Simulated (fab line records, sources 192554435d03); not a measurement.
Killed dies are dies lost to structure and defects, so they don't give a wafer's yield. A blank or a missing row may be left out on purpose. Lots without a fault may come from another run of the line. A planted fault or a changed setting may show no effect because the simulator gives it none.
fab line records | flow n5_finfet
record lots=3 wafers=9 last_day=17
route steps=1938 shown BEOL_M4@1099 BEOL_M5@1112 BEOL_M8@1353 PASSIVATION@1936
lots that met no fault: from a run of the same line without faults
start_h: hours from the record's first day to the start of the lot's first wafer shown | wait_h: hours since the lot's step before | " the same as in the row above | L1.1+2: a row that stands for several wafers | - no value, or no start given | * or withheld: withheld | < > ~ a bound
route shown NAME@n: a module of which the file shows steps, and the number in the route of the first | usual: mean/standard deviation of fault-free wafers | same: alike in all rows | chamber/n: place in a boat | sites: the reading at each site | _std_site: their standard deviation | _edge_site: outer sites' mean less inner sites' | radius_mm: how far each site lies from the wafer's centre | mask NAME#n: copy n | behind: the tool/chamber that last shaped the wafer | hold: why the lot was held/for how many hours/how that ended | device: the transistor (n, p or np) that didn't switch | end of line: the same wafers' tests at the end of the route | a step without rows: its recipe alone | killed: dies lost to structure and defects at the first sort, not the wafer's yield | map: a wafer's dies, x killed, . not, _ none there
set.NAME: the setting as run; set.NAME@STEP: as run at that earlier step | model.NAME: the simulator's own value behind a step, which no gauge read
lots at some steps of the route; a table a step, a row a wafer
services: from which hour (start_h, from the record's first day; less than 0 if before it) a tool's chamber was out of use, for how many hours, and why
## steps
# step N5_BEOL_M4_ANNEAL_95
# recipe temp_c=400 time_s=240 ambient=vacuum
# step N5_BEOL_M4_SPUTTER_96
# recipe material=Cu target_thk_a=45 temp_c=-20 chamber_pressure_pa=0.07 power_w=withheld time_s=8.29
# step N5_BEOL_M4_ECD_50
# recipe material=Cu target_thk_a=3000
# step N5_BEOL_M4_ANNEAL_51
# recipe temp_c=225 time_s=90 ambient=N2
# step N5_BEOL_M4_CMP_52
# recipe stop_on=SiOC t_overpolish_s=6.8 down_force_psi=1 platen_rpm=50 clearing_platen_down_force_psi=1.5 clearing_platen_rpm=50 post_cmp_clean=cu_alkaline target_thk_nm=40 clearing_platen_pad_velocity_m_s=0.99484 pad_velocity_m_s=0.99484
# step N5_BEOL_M4_PRE_CLEAN_60
# recipe gas=NH3/H2 time_s=15 temp_c=* rf_power_w=300
# step N5_BEOL_M4_CO_CAP_55
# recipe material=Co target_thk_a=20 temp_c=200 precursor=CCTBA/H2 pressure_torr=30 time_s=102.1
# step N5_BEOL_M4_PRE_CLEAN_56
# recipe gas=NH3 time_s=15 temp_c=withheld rf_power_w=300
# step N5_BEOL_M4_DEP_57
# recipe material=SiCN target_thk_a=80 temp_c=withheld precursor=3MS/NH3 pressure_torr=3 rf_w=202 time_s=14
# step N5_BEOL_M4_RC_MEAS_101
# usual DIBL_N=36.1/1.3 DIBL_P=36.3/1.4 IOFF_N=0.162/0.024 IOFF_P=0.22/0.033 ION_N=674/9.9 ION_P=464/7.6 SS_N=71.6/0.53 SS_P=73.4/0.55 VT_N=249.4/2.9 VT_P=-249/3.3
# columns lot.wafer tool chamber start_h wait_h DIBL_N[mV/V] DIBL_P[mV/V] IOFF_N[nA/um] IOFF_P[nA/um] ION_N[uA/um] ION_P[uA/um] SS_N[mV/dec] SS_P[mV/dec] VT_N[mV] VT_P[mV]
L767.2 prober-01 0 202.52 0.2 35.5 35.6 0.145 0.19 678 461 70.9 73.0 250.5 -251
L767.5 " 0 " " 37.0 37.0 0.162 0.21 674 457 71.1 73.1 250.7 -252
L767.6 " 0 " " 36.5 37.6 0.170 0.22 672 453 71.4 73.5 249.2 -252
L778.3 prober-02 0 281.79 0.3 37.0 37.6 0.167 0.22 667 462 71.9 73.6 249.2 -249
L778.5 " 0 " " 36.7 36.2 0.147 0.19 665 454 71.2 72.9 253.2 -252
L778.6 " 0 " " 38.6 40.3 0.204 0.27 690 468 71.8 73.6 247.7 -248
L783.1 prober-01 0 296.55 0.0 33.6 33.1 0.115 0.16 665 459 70.3 73.1 253.6 -253
L783.2 " 0 " " 35.7 35.7 0.151 0.20 678 466 71.5 73.4 251.3 -249
L783.3 " 0 " " 34.9 35.3 0.137 0.19 663 459 70.6 73.3 252.7 -253
# step N5_BEOL_M5_ILD_DEP_00
# recipe material=SiCOH_lowk target_thk_a=1406.4 temp_c=300 precursor=DEMS/porogen pressure_torr=5 rf_w=500 time_s=25.9
# step N5_BEOL_M5_CURE_79
# recipe temp_c=385 time_s=240 ambient=He/Ar material=SiCOH_lowk
# step N5_BEOL_M5_PECVD_70
# recipe material=SiO2 target_thk_a=160 temp_c=400 precursor=TEOS/O2 pressure_torr=5.5 rf_w=450 teos_flow_sccm=53.8 gas=O2 flow_sccm=3000 time_s=18
# step N5_BEOL_M5_HM_DEP_02
# recipe material=TiN target_thk_a=200 temp_c=25 chamber_pressure_pa=0.49996
# step N5_BEOL_M5_COAT_59
# recipe resist=SOC temp_c=250 time_s=60 spin_rpm=1500 resist_thk_nm=60
# step N5_BEOL_M5_COAT_60
# recipe resist=SiARC temp_c=220 time_s=60 spin_rpm=1500 resist_thk_nm=12
# step N5_BEOL_M5_COAT_71
# recipe resist=underlayer temp_c=205 time_s=60 spin_rpm=1500 resist_thk_nm=5
# step N5_BEOL_M5_COAT_05
# recipe resist=CAR-EUV spin_rpm=1500 resist_thk_nm=30
# step N5_BEOL_M5_EBR_07
# recipe solvent=PGMEA ebr_width_mm=1.5
# step N5_BEOL_M5_SOFTBAKE_06
# recipe temp_c=110 time_s=60 resist=CAR-EUV
# step N5_BEOL_M5_EXPOSE_08
# recipe mask_id=M5 na=0.33 source_shape=annular sigma_inner=0.4 sigma_outer=0.8 polarization=unpolarized target_cd_nm=28 dose_mj=35.75
# step N5_BEOL_M5_PEB_09
# recipe peb_temp_c=100 peb_time_s=60 resist=CAR-EUV
# step N5_BEOL_M5_DEVELOP_10
# recipe develop_time_s=30 developer=TMAH resist=CAR-EUV rinse_liquid=surfactant_rinse dry=air_spin dev_temp_c=23
# step N5_BEOL_M5_DESCUM_16
# recipe chemistry=O2 time_s=7 source_power_w=50 bias_power_w=20 pressure_mtorr=20 rf_frequency_hz=2.712e+07 temp_c=40 resist=CAR-EUV o2_flow_sccm=225
# step N5_BEOL_M5_ETCH_72
# recipe chemistry=N2/H2 target=underlayer target_depth_a=65 mask_material=CAR-EUV time_s=5.2 ion_energy_ev=200 pressure_mtorr=30 source_w=840 bias_w=150 n2_flow_sccm=200 h2_flow_sccm=200 ends=cleared
# step N5_BEOL_M5_ETCH_61
# recipe chemistry=CF4 target=SiARC target_depth_a=156 mask_material=CAR-EUV time_s=26 ion_energy_ev=80 pressure_mtorr=40 source_w=545 bias_w=36 Ar_flow_sccm=100 cf4_flow_sccm=100 ends=cleared
# step N5_BEOL_M5_ETCH_62
# recipe chemistry=N2/H2 target=SOC target_depth_a=750 overetch_a=150 mask_material=SiARC temp_c=40 time_s=112.5 ion_energy_ev=200 pressure_mtorr=30 source_w=840 bias_w=150 n2_flow_sccm=200 h2_flow_sccm=200
# step N5_BEOL_M5_STRIP_63
# recipe chemistry=N2/H2 temp_c=40 n2_flow_sccm=200 h2_flow_sccm=200 rf_frequency_hz=6e+07
# step N5_BEOL_M5_STRIP_73
# recipe chemistry=N2/H2 temp_c=40 n2_flow_sccm=200 h2_flow_sccm=200 rf_frequency_hz=6e+07
# step N5_BEOL_M5_STRIP_64
# recipe chemistry=CF4 resist=SiARC power_w=300 bias_power_w=75 pressure_mtorr=50 cf4_flow_sccm=150 rf_frequency_hz=6e+07
# step N5_BEOL_M5_HM_OPEN_17
# recipe chemistry=Cl2/BCl3 target_depth_a=200 overetch_a=60 target=TiN mask_material=SOC ion_energy_ev=150 pressure_mtorr=10 icp_w=1000 bias_w=126 Cl2_flow_sccm=53.25 bcl3_flow_sccm=21.75 Ar_flow_sccm=25
# step N5_BEOL_M5_STRIP_19
# recipe chemistry=O2 power_w=400 temp_c=40 pressure_mtorr=30 rf_frequency_hz=6e+07 bias_power_w=0 overash_fraction=0.2 o2_flow_sccm=225
# step N5_BEOL_M5_COAT_65
# recipe resist=SOC temp_c=250 time_s=60 spin_rpm=1500 resist_thk_nm=60
# step N5_BEOL_M5_COAT_66
# recipe resist=SiARC temp_c=220 time_s=60 spin_rpm=1500 resist_thk_nm=12
# step N5_BEOL_M8_HM_OPEN_17
# recipe chemistry=Cl2/BCl3 target_depth_a=200 overetch_a=60 target=TiN mask_material=SOC ion_energy_ev=150 pressure_mtorr=10 icp_w=1000 bias_w=126 Cl2_flow_sccm=53.25 bcl3_flow_sccm=21.75 Ar_flow_sccm=25
# usual bcl3_flow_sccm=21.75/0.064 drypump_motor_current_A=5.8/0.57 oes_product_au=0.65/0.099 rf_fwd_power_W=993/3.5 throttle_valve_pct=22.11/0.24
# columns lot.wafer tool chamber start_h wait_h bcl3_flow_sccm drypump_motor_current_A oes_product_au rf_fwd_power_W rf_hours_counter_h throttle_valve_pct model.SOC_of_BEOL_M8_COAT_59.thk_nm model.etch.depth_nm
L767.2 rie_metal-01 0 236.14 0.1 21.77 6.8 0.67 993 - 21.84 92 20.06
L767.5 " 0 " " 21.79 6.8 0.67 997 - 21.85 92.2 19.96
L767.6 " 0 " " 21.74 6.8 0.67 997 - 21.83 92.2 20.16
L778.3 rie_metal-01 0 315.39 0.1 21.68 6.8 0.61 991 - 21.94 95 17.65
L778.5 " 0 " " 21.80 6.8 0.66 988 - 21.87 92.2 19.81
L778.6 " 1 " " 21.81 5.2 0.73 993 - 22.19 95 17.7
L783.1 rie_metal-02 1 332.15 0.0 21.75 5.3 0.67 990 33 22.09 92.4 19.83
L783.2 " 0 " " 21.70 5.6 0.77 991 4 21.67 92 19.85
L783.3 " 0 " " 21.73 5.6 0.78 987 - 21.65 92.2 19.95
# step N5_BEOL_M8_OCD_MEAS_38
# usual trench_depth_nm=93.7/1.1
# columns lot.wafer tool chamber start_h wait_h trench_depth_nm
L767.2 ocd-01 - 237.58 - 93.3
L767.5 " - " " 93.0
L767.6 " - " " 92.3
L778.3 ocd-02 - 316.73 - 65.9
L778.5 " - " " 94.6
L778.6 " - " " 64.4
L783.1 ocd-01 - 333.94 - 95.9
L783.2 " - " " 92.1
L783.3 " - " " 93.2
# step N5_PASSIVATION_PROBE_49
# usual defect_limited_yield=91.1/1.5 killed_at_M0_to_M3=36/11 killed_at_M4_up=13/5 killed_at_contacts=13/5 killed_at_front_end=40/12 killed_at_other=3.3/2.3 killed_dies=106/17 killed_on_rim=13/3.7 killed_open=70/13 killed_short=34/7.6 sort_bin_5_function=5.3/0.96 sort_bin_6_memory=3.3/0.66 sort_n_pass=1074/17 sort_yield_pct=91.1/1.5
# same gross_dies=1180 killed_at_back_side=0 sort_bin_4_leakage[%]=0 sort_bin_8_speed[%]=0
# columns lot.wafer tool chamber start_h wait_h defect_limited_yield[%] killed_at_M0_to_M3 killed_at_M4_up killed_at_contacts killed_at_front_end killed_at_other killed_dies killed_on_rim killed_open killed_short sort_bin_5_function[%] sort_bin_6_memory[%] sort_n_pass sort_yield_pct[%]
L767.2 prober-01 - 299.57 0.1 90.7 52 18 13 20 7 110 8 73 37 5.3 3.3 1070 90.7
L767.5 prober-01 - 299.72 0.2 90.9 41 21 14 25 6 107 14 75 32 5.9 3.0 1073 90.9
L767.6 prober-01 - 299.77 0.3 88.6 48 21 11 49 6 135 20 86 48 6.4 4.2 1045 88.6
L778.3 prober-02 - 395.63 0.1 62.1 41 336 13 48 9 447 59 89 35 33.7 3.6 733 62.1
L778.5 prober-02 - 395.73 0.2 90.3 39 16 9 48 2 114 11 71 38 5.7 3.5 1066 90.3
L778.6 prober-02 - 395.78 0.3 64.2 33 311 15 58 6 423 88 87 41 31.2 3.9 757 64.2
L783.1 prober-01 - 408.73 0.0 91.6 38 11 7 37 6 99 16 63 35 4.9 3.4 1081 91.6
L783.2 prober-01 - 408.78 0.1 91.4 34 17 15 36 0 102 15 73 28 4.5 4.1 1078 91.4
L783.3 prober-01 - 408.83 0.1 90.3 34 6 18 51 6 115 13 65 50 5.6 3.9 1065 90.3
# killed by level:class
L767.2 BEOL_M0_SAQP:geometric_particle:short=17 BEOL_M0_SAQP:geometric_particle:open=16 MOL_CONTACT_COAG:geometric_particle:open=12 BEOL_M3:geometric_particle:open=11 BEOL_M4:geometric_particle:open=8 STI_FIN_REVEAL:geometric_particle:open=4 BEOL_M2:geometric_particle:open=4 FIN_SAQP:geometric_particle:open=3
L767.5 BEOL_M2:geometric_particle:open=11 MOL_CONTACT_COAG:geometric_particle:open=10 BEOL_M4:geometric_particle:open=10 BEOL_M0_SAQP:geometric_particle:short=9 BEOL_M0_SAQP:geometric_particle:open=8 FIN_SAQP:geometric_particle:open=7 FIN_SAQP:geometric_particle:short=6 BEOL_M3:geometric_particle:open=6
L767.6 BEOL_M4:geometric_particle:open=12 BEOL_M0_SAQP:geometric_particle:open=11 FIN_SAQP:geometric_particle:short=10 BEOL_M2:geometric_particle:open=10 MOL_CONTACT_COAG:geometric_particle:open=9 FIN_SAQP:geometric_particle:open=8 BEOL_M0_SAQP:geometric_particle:short=8 BEOL_M3:geometric_particle:open=7
L778.3 BEOL_M8:area_open=323 FIN_SAQP:geometric_particle:open=23 MOL_CONTACT_COAG:geometric_particle:open=12 BEOL_M0_SAQP:geometric_particle:short=11 BEOL_M3:geometric_particle:open=11 BEOL_M2:geometric_particle:open=8 FIN_SAQP:geometric_particle:short=7 DUMMY_GATE:geometric_particle:open=7
L778.5 BEOL_M0_SAQP:geometric_particle:short=13 FIN_SAQP:geometric_particle:open=9 BEOL_M0_SAQP:geometric_particle:open=9 FIN_SAQP:geometric_particle:short=8 BEOL_M4:geometric_particle:open=8 STI_FIN_REVEAL:geometric_particle:open=7 DUMMY_GATE:geometric_particle:open=7 MOL_CONTACT_COAG:geometric_particle:open=7
L778.6 BEOL_M8:area_open=289 FIN_SAQP:geometric_particle:open=19 BEOL_M4:geometric_particle:open=14 STI_FIN_REVEAL:geometric_particle:open=10 FIN_SAQP:geometric_particle:short=9 MOL_CONTACT_COAG:geometric_particle:open=9 BEOL_M1:geometric_particle:open=9 BEOL_M0_SAQP:geometric_particle:short=6
L783.1 FIN_SAQP:geometric_particle:open=11 BEOL_M1:geometric_particle:open=11 FIN_SAQP:geometric_particle:short=9 BEOL_M0_SAQP:geometric_particle:short=8 MOL_CONTACT_COAG:geometric_particle:open=6 STARTING-WAFER:geometric_particle:open=6 BEOL_M3:geometric_particle:short=5 BEOL_M2:geometric_particle:open=4
L783.2 FIN_SAQP:geometric_particle:short=13 MOL_CONTACT_COAG:geometric_particle:open=13 BEOL_M5:geometric_particle:open=9 DUMMY_GATE:geometric_particle:open=7 BEOL_M0_SAQP:geometric_particle:open=7 BEOL_M2:geometric_particle:open=7 FIN_SAQP:geometric_particle:open=6 BEOL_M1:geometric_particle:open=6
L783.3 FIN_SAQP:geometric_particle:short=21 MOL_CONTACT_COAG:geometric_particle:open=14 FIN_SAQP:geometric_particle:open=10 BEOL_M1:geometric_particle:open=7 BEOL_M0_SAQP:geometric_particle:short=7 BEOL_M0_SAQP:geometric_particle:open=5 BEOL_M3:geometric_particle:open=5 STI_FIN_REVEAL:geometric_particle:open=4
# map L778.3 (x killed, . not)
_________________..x...xx..x.________________
______________.......x....x..x.._____________
___________x..................xx.x.__________
__________.............x..x........._________
________xx.........x.x.x.....xxx.x...._______
_______.x.....x.......x..x..xx...x.x...______
______x.....................x..xxx......_____
_____.......x.x........x.x..x.xx....x...x____
____.....x.....x.............xxxxxx....xxx___
___x...x........x..x...xx.xxxxxxxx.xxx..xxx__
___............x...x..x.x..x..xxxxx..xx.xxx__
__...........x.x......xx.x.xxxxxxxxxxxxxxxxx_
__.......x...xx.xx.x.xx.xx.x.xxxxxxxxxxxxxxx_
_........x.....xxxxxxx.xxxxxxxxxxxxxxxxxxxxxx
_.........xx..x.xxxxxxx.x.x.xxxxxxxxxxxxxxxxx
_....x....xxxx.x.xx.xxxxxx..xx.xxx.xx.xxxxxxx
_.......xxx.xxxxxxx.xx.xxxx...xxxxxxxxxxxxxxx
_x..xx..xxx..x.xxxx........xxx.xx...x...xxxx.
_..x.....xxxxxxx..x..x....x...x..x.......xx.x
_x..xxxxxx..x....x...x..x..x...x.xx.........x
_.xxxxxxxxx..xx.....x....x.x...x......xx.xx.x
__.x..xxx...xx.x............................_
__x.xxxx.xx....x..xx.......x.........x......_
___xxxxxx..x.....xx..x........x.x.....x....__
___..xxx.xx...........x...................x__
____x.....x..xx.....x.................x...___
_____.xxx.....xx...x.............x.......____
______x......xxxx........x.x..x........._____
_______x..xx........x...x..............______
________.x..x......x.....x..x.x.x.x.x._______
__________....x.x...x..x.xxxx....x.._________
___________....x.x.xxx.x.xx.xx.xx..__________
______________xx.xxxxxxxx..xxx.x_____________
_________________x.x.x.xxxxxx________________
# map L767.6 (x killed, . not)
_________________.........x..________________
______________.xxx.............._____________
___________...x............x..x....__________
__________.......x.x.......x......x._________
________..x...........x....x.......x.._______
_______..x.....x.....x.....x..x...x....______
______................x................._____
_____...x.........x...x..................____
____..x...........x.......................___
___..x...x......x.........x..x.....x.......__
___.x..........x...................x.x.....__
__......x...................x....xx.......x._
__...x.....x.....x......xx........x.xx......_
_x..........x..........x..x..xx..x.........x.
_...........x..........x.........xx..........
_..................x..xx..........x.........x
_....x....x....x.xx.x.x....x..xx.............
_x.x.....x......x.x....................x.....
_x..........x......x.......x........x........
_.............x....x..x..x...................
_........xx..........x...x...................
__..x.....x................................._
__............x......x............x........._
___.........x....................x.x...x.x.__
___..........x..x.........x...............x__
____....x....x..........xx...........x....___
_____xx....................x.............____
______.....x.............x.xx....x......_____
_______x.......................x.......______
________.............................._______
__________......................xx.._________
___________...x....xx..............__________
______________.x..xx...x...x...._____________
_________________............________________
## services
# columns tool chamber start_h hours kind
rie_metal-01 1 214.22 - clean
rie_metal-01 1 214.22 24.1 scheduled_down
rie_metal-01 1 214.22 24.1 vent_cycle
rie_metal-02 0 249.36 7.9 repair
rie_metal-01 - 251.04 0.7 repair
rie_metal-02 0 259.28 - clean
rie_metal-02 0 259.28 24.8 scheduled_down
rie_metal-02 0 259.28 24.8 vent_cycle
rie_metal-01 0 320.72 5.3 repair
## key
first_sign step=N5_BEOL_M8_OCD_MEAS_38 reading=trench_depth_nm direction=down sigmas=27 usual=93.7 struck=65.2
effect step=N5_PASSIVATION_PROBE_49 reading=killed_at_M4_up direction=up sigmas=62 usual=13 struck=324
model_effect step=N5_BEOL_M8_HM_OPEN_17 value=SOC_of_BEOL_M8_COAT_59.thk_nm without=92.4 struck=95
more_kills_born_at N5_BEOL_M8_HM_OPEN_17@rie_metal-01=612
met_at N5_BEOL_M8_HM_OPEN_17
struck_wafers L778.3,L778.6
onset_between 236.14 315.39
fault kind=process_parameter_drift tool=rie_metal-01 chamber=- onset_h=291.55 steps=N5_BEOL_M8_HM_OPEN_17 channel=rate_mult offset=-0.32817 shape=step end_h=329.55 scope=struck_wafers_only
